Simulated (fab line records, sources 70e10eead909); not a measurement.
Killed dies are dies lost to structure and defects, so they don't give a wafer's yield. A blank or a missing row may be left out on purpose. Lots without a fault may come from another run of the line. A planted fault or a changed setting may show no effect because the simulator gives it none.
Which tool did it? | flow nand_harc | 12 lots, 36 wafers sampled, at 6 steps of a route of 1159

WHAT THE GAUGES READ, wafer by wafer
NHARC_P_GATE_INSPECT_68.
lot  | measured     | on                | raw_defect_count
L521 | day 5 15:44  | defect_inspect-02 | 518 321 255
L520 | day 5 16:22  | defect_inspect-02 | 362 235 307
L522 | day 6 02:38  | defect_inspect-02 | 197 214 251
L523 | day 6 03:45  | defect_inspect-01 | 325 216 266
L526 | day 6 23:58  | defect_inspect-01 | 219 187 276
L535 | day 8 21:59  | defect_inspect-01 | 203 306 204
L532 | day 8 23:10  | defect_inspect-01 | 143 120 141
L533 | day 9 04:44  | defect_inspect-02 | 669 526 659
L536 | day 9 11:00  | defect_inspect-01 | 328 178 333
L538 | day 10 03:16 | defect_inspect-02 | 158 199 557
L539 | day 10 05:25 | defect_inspect-01 | 177 149 167
L541 | day 10 19:02 | defect_inspect-02 | 265 206 277

NHARC_END_SORT_01.
lot  | measured     | on        | killed_at_array | killed_at_other | killed_at_periphery | killed_dies | killed_open | killed_short
L533 | day 22 14:59 | prober-01 | 19 22 23        | 1 0 2           | 41 74 41            | 61 96 66    | 3 3 1       | 1 2 0

WHICH TOOL RAN EACH LOT (tool, then ch and the chambers of the sampled wafers, then the start)
lot  | NHARC_P_GATE_DESCUM_61             | NHARC_P_GATE_RTA_64              | NHARC_P_GATE_PRE_CLEAN_110   | NHARC_P_CONTACT_DESCUM_17
L521 | rie_diel-03 ch 0,3, day 5 10:30    | rtp_anneal-02 ch 0, day 5 14:32  | pvd_sputter-01, day 5 14:50  | rie_diel-09 ch 0,1,3, day 5 17:41
L520 | rie_diel-03 ch 1,2, day 5 10:44    | rtp_anneal-02 ch 0, day 5 15:08  | pvd_sputter-02, day 5 15:27  | rie_diel-06 ch 1,2, day 5 18:35
L522 | rie_diel-03 ch 0,2, day 5 21:40    | rtp_anneal-01 ch 0, day 6 01:23  | pvd_sputter-03, day 6 01:44  | rie_diel-06 ch 0,3, day 6 04:27
L523 | rie_diel-01 ch 0,1,3, day 5 23:10  | rtp_anneal-02 ch 0, day 6 02:30  | pvd_sputter-01, day 6 02:49  | rie_diel-06 ch 0,2,3, day 6 05:25
L526 | rie_diel-01 ch 1,2,3, day 6 19:24  | rtp_anneal-01 ch 0, day 6 22:40  | pvd_sputter-03, day 6 23:01  | rie_diel-09 ch 0,1,2, day 7 01:46
L535 | rie_diel-13 ch 1,2,3, day 8 16:23  | rtp_anneal-02 ch 0, day 8 20:45  | pvd_sputter-02, day 8 21:05  | rie_diel-06 ch 1,2, day 8 23:40
L532 | rie_diel-01 ch 1,2, day 8 17:08    | rtp_anneal-02 ch 0, day 8 21:55  | pvd_sputter-02, day 8 22:16  | rie_diel-06 ch 1,2,3, day 9 00:58
L533 | rie_diel-03 ch 0,1,3, day 8 23:55  | rtp_anneal-02 ch 0, day 9 03:32  | pvd_sputter-02, day 9 03:51  | rie_diel-09 ch 0,3, day 9 06:33
L536 | rie_diel-13 ch 1,2, day 9 06:19    | rtp_anneal-01 ch 0, day 9 09:44  | pvd_sputter-01, day 9 10:06  | rie_diel-06 ch 0,3, day 9 12:41
L538 | rie_diel-03 ch 0,1, day 9 22:07    | rtp_anneal-01 ch 0, day 10 01:56 | pvd_sputter-03, day 10 02:12 | rie_diel-06 ch 0,2,3, day 10 04:56
L539 | rie_diel-13 ch 0,1,2, day 9 23:44  | rtp_anneal-02 ch 0, day 10 04:10 | pvd_sputter-03, day 10 04:29 | rie_diel-09 ch 1,2, day 10 07:05
L541 | rie_diel-03 ch 0,2,3, day 10 14:14 | rtp_anneal-02 ch 0, day 10 17:37 | pvd_sputter-03, day 10 17:56 | rie_diel-06 ch 0,1,3, day 10 20:52
- NHARC_P_GATE_DESCUM_61: chemistry O2, time 3 s.
- NHARC_P_GATE_RTA_64: time 1 s.
- NHARC_P_GATE_PRE_CLEAN_110: time 30 s.
- NHARC_P_CONTACT_DESCUM_17: chemistry O2, time 3 s.

WHAT THE TOOLS THEMSELVES READ (means of the sampled wafers that have a number; where no wafer has one, the mark that the record gives instead)
NHARC_P_GATE_DESCUM_61.
lot  | tool        | drypump_motor_current_A (A) | oes_product_au (a.u.) | rf_vpp_V (V) | showerhead_plenum_p_Torr (Torr) | throttle_valve_pct (%)
L521 | rie_diel-03 | 5.7                         | 1.004                 | 58.3         | 1.96                            | 11.313
L520 | rie_diel-03 | 5.5                         | 1.016                 | 58.0         | 1.95                            | 11.310
L522 | rie_diel-03 | 5.6                         | 1.005                 | 57.7         | 1.98                            | 11.308
L523 | rie_diel-01 | 5.4                         | 0.991                 | 57.8         | 1.86                            | 11.320
L526 | rie_diel-01 | 5.5                         | 0.984                 | 58.8         | 1.94                            | 11.311
L535 | rie_diel-13 | 5.5                         | 0.998                 | 57.5         | 1.85                            | 11.315
L532 | rie_diel-01 | 5.6                         | 0.980                 | 58.1         | 2.06                            | 11.311
L533 | rie_diel-03 | 5.6                         | 1.015                 | 57.4         | 1.91                            | 11.304
L536 | rie_diel-13 | 5.8                         | 0.999                 | 57.6         | 1.86                            | 11.314
L538 | rie_diel-03 | 5.6                         | 1.010                 | 57.4         | 1.89                            | 11.312
L539 | rie_diel-13 | 5.9                         | 1.010                 | 58.3         | 1.88                            | 11.306
L541 | rie_diel-03 | 5.6                         | 1.011                 | 57.1         | 1.94                            | 11.311

NHARC_P_GATE_RTA_64.
lot  | tool          | lamp_power_pct (%) | lamp_zone_2_pct (%) | wafer_temp_C_max
L521 | rtp_anneal-02 | 36                 | 36                  | 1054.1
L520 | rtp_anneal-02 | 36                 | 36                  | 1053.5
L522 | rtp_anneal-01 | 28                 | 28                  | 1055.4
L523 | rtp_anneal-02 | 36                 | 36                  | 1053.7
L526 | rtp_anneal-01 | 28                 | 28                  | 1054.1
L535 | rtp_anneal-02 | 36                 | 36                  | 1053.3
L532 | rtp_anneal-02 | 36                 | 36                  | 1054.1
L533 | rtp_anneal-02 | 36                 | 36                  | 1053.5
L536 | rtp_anneal-01 | 28                 | 28                  | 1054.9
L538 | rtp_anneal-01 | 28                 | 28                  | 1053.5
L539 | rtp_anneal-02 | 36                 | 36                  | 1053.8
L541 | rtp_anneal-02 | 36                 | 36                  | 1053.6

NHARC_P_CONTACT_DESCUM_17.
lot  | tool        | drypump_motor_current_A (A) | oes_product_au (a.u.) | rf_vpp_V (V) | showerhead_plenum_p_Torr (Torr) | throttle_valve_pct (%)
L521 | rie_diel-09 | 5.8                         | 1.004                 | 57.4         | 1.93                            | 11.309
L520 | rie_diel-06 | 5.9                         | 0.998                 | 57.3         | 1.91                            | 11.307
L522 | rie_diel-06 | 5.1                         | 1.008                 | 58.3         | 1.87                            | 11.316
L523 | rie_diel-06 | 5.6                         | 1.007                 | 58.0         | 1.87                            | 11.306
L526 | rie_diel-09 | 5.7                         | 1.012                 | 57.4         | 1.96                            | 11.310
L535 | rie_diel-06 | 6.0                         | 0.988                 | 57.6         | 1.91                            | 11.306
L532 | rie_diel-06 | 5.8                         | 1.004                 | 58.5         | 1.92                            | 11.306
L533 | rie_diel-09 | 5.7                         | 1.000                 | 57.5         | 1.88                            | 11.314
L536 | rie_diel-06 | 5.1                         | 1.005                 | 57.1         | 1.94                            | 11.306
L538 | rie_diel-06 | 5.6                         | 1.018                 | 57.5         | 1.87                            | 11.311
L539 | rie_diel-09 | 5.8                         | 1.008                 | 57.3         | 1.93                            | 11.316
L541 | rie_diel-06 | 5.3                         | 1.000                 | 58.9         | 1.92                            | 11.312

THE ANSWER, worked out from the rows above alone
Rule: what is usual is taken from the lots themselves. Put in order of their means at a reading, lots are off if they are a third of the lots or fewer, leave a main group of 4 or more, and stand apart from it by a gap of 3 or more times the standard deviation of the main group's means; of several such gaps the widest counts. A main group whose means are all the same, to the digits that the tables above print for the reading, isn't used. A lot without any number at a reading at which 4 lots or more have one is off too. The other lots that the step has rows for count as sound. The gauges are gone through in route order, then the tools' own readings, and for those a lot's mean is taken as printed above. The first step at which some lot is off is used, and at that step the reading that is off furthest; a lot without a number counts as furthest.
Off: L533, at NHARC_P_GATE_INSPECT_68 (raw_defect_count). The main group: mean 250, standard deviation 62.
A tool fits if, at a process step before that reading, it ran every lot that is off, and no sound lot after the first of them. The gauges at NHARC_P_GATE_INSPECT_68 are tried like those tools. One fits: pvd_sputter-02 at NHARC_P_GATE_PRE_CLEAN_110. Its last sound lot is L532 (day 8 22:16), its first lot that is off L533 (day 9 03:51): a fault that began between those two fits.

WHAT THE SIMULATOR HAD PUT IN
Chamber particle source: pvd_sputter-02, from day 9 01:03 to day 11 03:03, at NHARC_P_GATE_PRE_CLEAN_110. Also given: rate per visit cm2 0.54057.
Lots struck among those shown: L533. The rule above found the same.
